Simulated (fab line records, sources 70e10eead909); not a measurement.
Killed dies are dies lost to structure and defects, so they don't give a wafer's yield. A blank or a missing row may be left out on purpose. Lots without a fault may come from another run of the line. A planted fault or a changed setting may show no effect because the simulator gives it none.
Chamber matching | flow nand_harc | NHARC_A_SLIT_ETCH_29 on rie_diel-06: 4 sister chambers
The step etches the open film in CF4/O2, target depth 100 nm, overetch 10 nm, time 55 s. 8 wafers are shown with their chamber, then 10 later ones without.

WAFERS WITH THEIR CHAMBER
wafer  | chamber | drypump_motor_current_A (A) | rf_fwd_power_W (W)
L086.2 | 1       | 6.4                         | 297.9
L086.5 | 3       | 5.5                         | 297.3
L089.1 | 3       | 5.5                         | 297.3
L088.1 | 2       | 5.0                         | 294.8
L088.2 | 1       | 6.4                         | 297.7
L088.3 | 0       | 5.5                         | 296.6
L091.1 | 0       | 5.4                         | 294.7
L091.3 | 2       | 5.0                         | 296.0

WAFERS WITHOUT THEIR CHAMBER
wafer  | drypump_motor_current_A (A) | rf_fwd_power_W (W)
L091.5 | 5.0                         | 296.0
L092.1 | 6.3                         | 298.4
L092.4 | 5.4                         | 296.0
L092.6 | 6.4                         | 297.3
L094.3 | 5.0                         | 294.9
L094.4 | 5.0                         | 294.5
L094.6 | 5.4                         | 295.4
L095.1 | 6.4                         | 296.5
L095.4 | 5.5                         | 297.3
L095.5 | 5.4                         | 295.8

WHICH CHAMBER EACH WENT THROUGH
wafer  | from the rows above     | in truth
L091.5 | 2                       | 2
L092.1 | 1                       | 1
L092.4 | can't be placed: 0 or 3 | 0
L092.6 | 1                       | 1
L094.3 | 2                       | 2
L094.4 | 2                       | 2
L094.6 | 0                       | 0
L095.1 | 1                       | 1
L095.4 | 3                       | 3
L095.5 | can't be placed: 0 or 3 | 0
Placed correctly: 8 of 10. Can't be placed from these rows: 2 (the true chamber is among the candidates in 2). Placed wrongly: 0.
How it was worked out, from the rows above alone: a wafer's distance from a chamber is the root of the sum, over the readings, of the square of ((its reading less the chamber's mean) divided by the reading's scatter). The wafer belongs to the nearest chamber; if the next one is less than 2 further off, it can't be placed. A chamber's mean is the mean of its shown wafers. The scatter: the root of (the sum of the squares of (reading less its chamber's mean) over the shown wafers, divided by (wafers less chambers)).
